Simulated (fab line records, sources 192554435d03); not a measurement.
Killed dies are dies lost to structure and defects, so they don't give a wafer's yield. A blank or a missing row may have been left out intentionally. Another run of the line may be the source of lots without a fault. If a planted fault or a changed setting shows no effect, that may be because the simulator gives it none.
Chamber matching ; flow n5 finfet ; pecvd-01 running N5_BEOL_M0_SAQP_ILD_DEP_01: 3 sister chambers
The step deposits SiOC from DEMS/O2, target thk 45.419 nm, time 8.7 s. 3 wafers are shown with their chamber, then 7 later ones without.

## EACH WAFER AND ITS CHAMBER
wafer;chamber;throttle valve pct (%)
L082.3;1;11.1
L085.4;0;11.8
L085.5;2;10.2

## WAFERS WITHOUT THEIR CHAMBER
wafer;throttle valve pct (%)
L085.6;11.7
L089.3;10.8
L089.4;11.2
L089.5;11.6
L091.2;10.6
L091.4;11.2
L091.5;11.4

## WHICH CHAMBER EACH ONE RAN IN
wafer;from the rows above;in truth
L085.6;0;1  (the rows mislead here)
L089.3;can't be placed: 1 or 2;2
L089.4;1;1
L089.5;can't be placed: 0 or 1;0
L091.2;can't be placed: 2 or 1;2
L091.4;1;1
L091.5;can't be placed: 1 or 0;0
2 of 7 placed correctly. Unplaceable from these rows: 4, with the true chamber sitting among the candidates in 4. Wrongly placed: 1.
How it was worked out, from the rows above alone: a wafer's distance from a chamber is the root of the sum, over the readings, of the square of ((its reading less the chamber's mean) divided by the reading's scatter). If the next closest chamber is less than 2 further off than the closest, the wafer can't be placed; otherwise it belongs to the closest. A chamber's mean is the mean of its shown wafers. The scatter: with one shown wafer a chamber, the root of the mean of the squares of how far each hidden wafer lies from its nearest shown one.
